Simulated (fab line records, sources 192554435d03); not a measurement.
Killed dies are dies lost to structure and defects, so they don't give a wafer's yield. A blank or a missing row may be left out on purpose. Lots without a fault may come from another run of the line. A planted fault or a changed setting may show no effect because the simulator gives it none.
A struck lot beside a sound one | flow n5_finfet | 16 steps out of a route of 1938
Sound: wafers L622.1, L622.3, L622.5. Struck: wafers L610.2, L610.3, L610.5. The cause comes at the end.
At each step with rows: each side's tool, then ch and its chambers, then its first start. Under that, the readings that differ: sound wafers | struck wafers | difference of the means | sigmas: that difference in standard deviations of wafers without a fault.
alike: readings whose means differ by less than 2 such deviations, and words and numbers that are the same on both sides. not compared: withheld readings, readings that some wafer has no value for, bounds like >300 that may hide the same value, and numbers for which the record gives no deviation and whose values overlap.
The two part at a step that has a row with sigmas, a row that says differs or no value, or rows on one side only. Numbers that don't overlap but have no deviation are shown without sigmas and don't part them. A reading that every wafer of one side lacks parts them only if that side has two wafers or more.

N5_HKMG_FIN_STRIP_92: strips SOC in N2/H2, time 20 s.
  sound on rie_diel-05 ch 0,3, day 8 03:50; struck on rie_diel-02 ch 0,2, day 5 02:55
  alike: drypump_motor_current_A, h2_flow_sccm, n2_flow_sccm, oes_product_au, rf_vpp_V, showerhead_plenum_p_Torr, throttle_valve_pct
  not compared: rf_hours_counter_h
then, 1 step without rows for these wafers: N5_HKMG_FIN_WET_ETCH_18 (etches TiN in SC1, time 55 s, target depth 5.2 nm, rinse time 30 s).
N5_HKMG_FIN_STRIP_19: strips in N2/H2, time 360 s.
  sound on plasma_asher-02 ch 0,1, day 8 04:02; struck on plasma_asher-01 ch 0,1, day 5 03:05
  alike: drypump_motor_current_A, h2_flow_sccm, heater_power_w, n2_flow_sccm
  not compared: rf_hours_counter_h
then, 5 steps without rows for these wafers: N5_HKMG_FIN_ALD_91 (deposits TiN, target thk 1 nm, pulse time 1 s, purge time 3 s); N5_HKMG_FIN_COAT_85 (time 60 s, resist thk 300 nm); N5_HKMG_FIN_ETCH_86 (etches SOC in N2/H2, stops on TiN, target depth 393.2 nm); N5_HKMG_FIN_STRIP_89 (strips SOC in N2/H2, time 20 s); N5_HKMG_FIN_WET_ETCH_87 (etches TiN in SC1, time 154.2 s, target depth 4.7 nm, rinse time 30 s).
N5_HKMG_FIN_STRIP_88: strips in N2/H2, time 360 s.
  sound on plasma_asher-02 ch 0,1, day 8 05:07; struck on plasma_asher-02 ch 0,1, day 5 04:04
  alike: drypump_motor_current_A, h2_flow_sccm, heater_power_w, n2_flow_sccm
  not compared: rf_hours_counter_h
then, 1 step without rows for these wafers: N5_HKMG_FIN_NWFM_ALD_20 (deposits TiAlC, target thk 2 nm, pulse time 3 s, purge time 2 s).
N5_HKMG_FIN_ALD_71: deposits TiN, target thk 1 nm, pulse time 1 s, purge time 3 s.
  sound on ald_metal-01 ch 0,1,2, day 8 05:37; struck on ald_metal-03 ch 0,1, day 5 04:33
  alike: chamber_pressure_Torr, heater_power_w, precursor_pulse_height_rel
then, 1 step without rows for these wafers: N5_HKMG_FIN_COAT_66 (time 60 s, resist thk 300 nm).
N5_HKMG_FIN_ETCH_67: etches SOC in N2/H2, stops on TiN, target depth 388.9 nm.
  sound on rie_diel-01 ch 2,3, day 8 05:58; struck on rie_diel-02 ch 2,3, day 5 04:56
  reading                                  | sound             | struck            | difference | sigmas
  rf_fwd_power_W (W)                       | 840 844 846       | 1046 1050 1046    | +204       | +60
  rf_vpp_V (V)                             | 238.7 239.7 239.8 | 226.6 224.4 223.6 | -14.5      | -10
  model.TiN_of_HKMG_FIN_ALD_71.thk_nm (nm) | 1 0.8 1           | 0 0 0             | -1         |
  alike: drypump_motor_current_A, h2_flow_sccm, n2_flow_sccm, oes_product_au, showerhead_plenum_p_Torr, throttle_valve_pct
  not compared: rf_hours_counter_h
N5_HKMG_FIN_STRIP_90: strips SOC in N2/H2, time 20 s.
  sound on rie_diel-01 ch 2,3, day 8 06:01; struck on rie_diel-02 ch 2,3, day 5 04:59
  alike: drypump_motor_current_A, h2_flow_sccm, n2_flow_sccm, oes_product_au, rf_vpp_V, showerhead_plenum_p_Torr, throttle_valve_pct
  not compared: rf_hours_counter_h
-- the record jumps here: 4 days lie between the struck wafers' starts before and after (it left off in module HKMG_FIN and takes up again in module BEOL_M4, whose first step shown is number 1111 of the route) --
N5_BEOL_M4_RC_MEAS_101:
  sound on prober-01 ch 0, day 12 03:11; struck on prober-02 ch 0, day 9 15:13
  reading       | sound       | struck      | difference | sigmas
  ION_N (uA/um) | 671 686 653 | 692 693 697 | +24        | +2
  alike: DIBL_N, DIBL_P, IOFF_N, IOFF_P, ION_P, SS_N, SS_P, VT_N, VT_P
then, 1 step without rows for these wafers: N5_PASSIVATION_PROBE_49.

WHERE THEY PART
First at N5_HKMG_FIN_ETCH_67; last, within this record, at N5_BEOL_M4_RC_MEAS_101.

WHY: what the simulator had put in
Process parameter drift: rie_diel-02, from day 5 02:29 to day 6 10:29, at N5_HKMG_FIN_ETCH_67. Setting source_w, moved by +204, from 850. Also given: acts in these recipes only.
